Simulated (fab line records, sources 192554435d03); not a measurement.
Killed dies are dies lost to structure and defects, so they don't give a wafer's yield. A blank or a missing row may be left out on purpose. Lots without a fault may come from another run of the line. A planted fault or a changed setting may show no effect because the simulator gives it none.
Chamber matching | flow n5_finfet | N5_BEOL_M0_PRE_CLEAN_131 on cvd_co-01: 3 sister chambers
The step time 15 s. 3 wafers are shown with their chamber, then 11 later ones without.

WAFERS WITH THEIR CHAMBER
wafer  | chamber | heater_power_w (W)
L091.2 | 2       | 71
L091.3 | 1       | 76
L091.4 | 0       | 93

WAFERS WITHOUT THEIR CHAMBER
wafer  | heater_power_w (W)
L091.5 | 75
L091.6 | 72
L094.1 | 71
L094.2 | 91
L094.3 | 77
L094.4 | 75
L094.5 | 70
L094.6 | 94
L096.1 | 71
L096.2 | 77
L096.5 | 91

WHICH CHAMBER EACH WENT THROUGH
wafer  | from the rows above | in truth
L091.5 | 1                   | 1
L091.6 | 2                   | 2
L094.1 | 2                   | 2
L094.2 | 0                   | 0
L094.3 | 1                   | 1
L094.4 | 1                   | 1
L094.5 | 2                   | 2
L094.6 | 0                   | 0
L096.1 | 2                   | 2
L096.2 | 1                   | 1
L096.5 | 0                   | 0
Placed correctly: 11 of 11. Can't be placed from these rows: 0. Placed wrongly: 0.
How it was worked out, from the rows above alone: a wafer's distance from a chamber is the root of the sum, over the readings, of the square of ((its reading less the chamber's mean) divided by the reading's scatter). The wafer belongs to the nearest chamber; if the next one is less than 2 further off, it can't be placed. A chamber's mean is the mean of its shown wafers. The scatter: with one shown wafer a chamber, the root of the mean of the squares of how far each hidden wafer lies from its nearest shown one.
